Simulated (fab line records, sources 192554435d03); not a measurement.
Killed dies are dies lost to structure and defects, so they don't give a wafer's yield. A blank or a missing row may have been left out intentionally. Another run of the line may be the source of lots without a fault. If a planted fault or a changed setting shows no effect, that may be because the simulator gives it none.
Split-lot experiment / flow n5 finfet / 21 wafers read across 7 lots, on a route 1938 steps long

## THE SPLIT
At N5_BEOL_M11_HM_DEP_02 (deposits TiN, target thk 20 nm), the setting target thk a was moved away from the recipe's 200 angstrom on 10 of the 21 wafers read, by -9.3% to +10.1%. The other wafers ran this setting at the recipe's value.

## FROM THE SPLIT TO THE READING: what the file shows between them, 8 steps
- N5_BEOL_M11_COAT_59: time 60 s, resist thk 100 nm
- N5_BEOL_M11_COAT_60: time 60 s, resist thk 30 nm
- N5_BEOL_M11_STRIP_68: strips in N2/H2
- N5_BEOL_M11_STRIP_67: strips in CF4
- N5_BEOL_M11_HM_OPEN_17: chemistry Cl2/BCl3, target TiN, target depth 20 nm, overetch 6 nm
- N5_BEOL_M11_STRIP_19: strips in O2
- N5_BEOL_M11_STRIP_73: strips in C4F6/O2
- N5_BEOL_M11_STRIP_36: strips in N2/H2

## THE READING
TiN_of_BEOL_M11_HM_DEP_02.thk nm (the simulator's own value, which no gauge read), in nm, at N5_BEOL_M11_TRENCH_ETCH_37 (etches SiCOH lowk in C4F6/O2, target depth 148.83 nm, time 48 s). The file does not state a usual value for it. Here, 11 wafers ran the recipe; their average is 15.9 nm with a standard deviation of 0.21 nm.

wafer=L075.3; tool, chamber at the split=pvd sputter-03, -; target thk a as run, angstrom=200; against the recipe=recipe; TiN_of_BEOL_M11_HM_DEP_02.thk nm, nm=15.8; against lot-mates on the recipe=-
wafer=L075.4; tool, chamber at the split=pvd sputter-03, -; target thk a as run, angstrom=209.2; against the recipe=+4.6%; TiN_of_BEOL_M11_HM_DEP_02.thk nm, nm=16.6; against lot-mates on the recipe=+0.8
wafer=L075.6; tool, chamber at the split=pvd sputter-03, -; target thk a as run, angstrom=209.2; against the recipe=+4.6%; TiN_of_BEOL_M11_HM_DEP_02.thk nm, nm=16.6; against lot-mates on the recipe=+0.8
wafer=L081.2; tool, chamber at the split=pvd sputter-02, -; target thk a as run, angstrom=200; against the recipe=recipe; TiN_of_BEOL_M11_HM_DEP_02.thk nm, nm=16; against lot-mates on the recipe=-
wafer=L081.3; tool, chamber at the split=pvd sputter-02, -; target thk a as run, angstrom=200; against the recipe=recipe; TiN_of_BEOL_M11_HM_DEP_02.thk nm, nm=16.2; against lot-mates on the recipe=-
wafer=L081.4; tool, chamber at the split=pvd sputter-02, -; target thk a as run, angstrom=183.1; against the recipe=-8.5%; TiN_of_BEOL_M11_HM_DEP_02.thk nm, nm=14.8; against lot-mates on the recipe=-1.3
wafer=L083.2; tool, chamber at the split=pvd sputter-01, -; target thk a as run, angstrom=209.9; against the recipe=+5.0%; TiN_of_BEOL_M11_HM_DEP_02.thk nm, nm=17; against lot-mates on the recipe=no lot-mate on the recipe
wafer=L083.3; tool, chamber at the split=pvd sputter-01, -; target thk a as run, angstrom=209.9; against the recipe=+5.0%; TiN_of_BEOL_M11_HM_DEP_02.thk nm, nm=17; against lot-mates on the recipe=no lot-mate on the recipe
wafer=L083.5; tool, chamber at the split=pvd sputter-01, -; target thk a as run, angstrom=209.9; against the recipe=+5.0%; TiN_of_BEOL_M11_HM_DEP_02.thk nm, nm=17; against lot-mates on the recipe=no lot-mate on the recipe
wafer=L087.1; tool, chamber at the split=pvd sputter-01, -; target thk a as run, angstrom=200; against the recipe=recipe; TiN_of_BEOL_M11_HM_DEP_02.thk nm, nm=16; against lot-mates on the recipe=-
wafer=L087.5; tool, chamber at the split=pvd sputter-01, -; target thk a as run, angstrom=200; against the recipe=recipe; TiN_of_BEOL_M11_HM_DEP_02.thk nm, nm=16; against lot-mates on the recipe=-
wafer=L087.2; tool, chamber at the split=pvd sputter-01, -; target thk a as run, angstrom=200; against the recipe=recipe; TiN_of_BEOL_M11_HM_DEP_02.thk nm, nm=16.2; against lot-mates on the recipe=-
wafer=L089.2; tool, chamber at the split=pvd sputter-02, -; target thk a as run, angstrom=218; against the recipe=+9.0%; TiN_of_BEOL_M11_HM_DEP_02.thk nm, nm=17.6; against lot-mates on the recipe=+1.6
wafer=L089.3; tool, chamber at the split=pvd sputter-02, -; target thk a as run, angstrom=218; against the recipe=+9.0%; TiN_of_BEOL_M11_HM_DEP_02.thk nm, nm=17.8; against lot-mates on the recipe=+1.8
wafer=L089.4; tool, chamber at the split=pvd sputter-02, -; target thk a as run, angstrom=200; against the recipe=recipe; TiN_of_BEOL_M11_HM_DEP_02.thk nm, nm=16; against lot-mates on the recipe=-
wafer=L091.3; tool, chamber at the split=pvd sputter-03, -; target thk a as run, angstrom=200; against the recipe=recipe; TiN_of_BEOL_M11_HM_DEP_02.thk nm, nm=15.4; against lot-mates on the recipe=-
wafer=L091.5; tool, chamber at the split=pvd sputter-03, -; target thk a as run, angstrom=200; against the recipe=recipe; TiN_of_BEOL_M11_HM_DEP_02.thk nm, nm=15.8; against lot-mates on the recipe=-
wafer=L091.6; tool, chamber at the split=pvd sputter-03, -; target thk a as run, angstrom=181.5; against the recipe=-9.3%; TiN_of_BEOL_M11_HM_DEP_02.thk nm, nm=14; against lot-mates on the recipe=-1.6
wafer=L097.3; tool, chamber at the split=pvd sputter-02, -; target thk a as run, angstrom=220.1; against the recipe=+10.1%; TiN_of_BEOL_M11_HM_DEP_02.thk nm, nm=18.2; against lot-mates on the recipe=+2.3
wafer=L097.4; tool, chamber at the split=pvd sputter-02, -; target thk a as run, angstrom=200; against the recipe=recipe; TiN_of_BEOL_M11_HM_DEP_02.thk nm, nm=15.8; against lot-mates on the recipe=-
wafer=L097.5; tool, chamber at the split=pvd sputter-02, -; target thk a as run, angstrom=200; against the recipe=recipe; TiN_of_BEOL_M11_HM_DEP_02.thk nm, nm=16; against lot-mates on the recipe=-

FIT RESULTS
A straight line over all 21 wafers: TiN_of_BEOL_M11_HM_DEP_02.thk nm changes by +0.192 nm for each +1% of target thk a; r = +0.97; the points scatter about the line by 0.23 nm.
The same after taking each lot's own level away (the mean of its wafers on the recipe; 18 wafers): +0.186 nm for each +1%; r = +0.99; scatter 0.16 nm.
The reading moves by 1.9 nm for the largest change in target thk a, on that fit.
From 15.60 to 16.10 nm: that is the span of the lots' own levels, equal to 2.3 times the standard deviation above.
The two slopes agree, so the slope changes little with the lot-to-lot level.
Check: for one of the wafers moved furthest among these (+10.1%), held out of the fit, the line's prediction against its lot-mates is +1.79 nm. It came out at +2.3 nm against them.

## THESE WAFERS: OTHER SPLITS
Other splits were also applied to these wafers ahead of the reading. Each is held against what the fit with the lots' levels taken away leaves over:
other split on the same wafers=N5_BEOL_M9_ALD_74 ald cycles; wafers away from the commonest value=8; r with TiN_of_BEOL_M11_HM_DEP_02.thk nm (lot level and that fit taken away)=+0.48
other split on the same wafers=N5_BEOL_M10_DESCUM_16 time s; wafers away from the commonest value=10; r with TiN_of_BEOL_M11_HM_DEP_02.thk nm (lot level and that fit taken away)=-0.11

## THE WHOLE CHAIN: every reading that the file lists as answering this split, in the file's order
step=N5_BEOL_M11_HM_DEP_02; what it does=deposits TiN, target thk 20 nm; reading=TiN_of_BEOL_M11_HM_DEP_02.thk nm (the simulator's own value, which no gauge read); change (the file's fit)=+0.196 nm for each +1% of the setting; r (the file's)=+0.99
step=N5_BEOL_M11_HM_OPEN_17; what it does=chemistry Cl2/BCl3, target TiN, target depth 20 nm, overetch 6 nm; reading=etch.depth nm (the simulator's own value, which no gauge read); change (the file's fit)=+0.191 nm for each +1% of the setting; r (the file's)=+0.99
step=N5_BEOL_M11_TRENCH_ETCH_37; what it does=etches SiCOH lowk in C4F6/O2, target depth 148.83 nm, time 48 s; reading=TiN_of_BEOL_M11_HM_DEP_02.thk nm (the simulator's own value, which no gauge read); change (the file's fit)=+0.188 nm for each +1% of the setting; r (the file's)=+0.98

## FILE'S OWN FIT
TiN_of_BEOL_M11_HM_DEP_02.thk nm changes by +0.188 nm for each +1% of target thk a, r = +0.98.
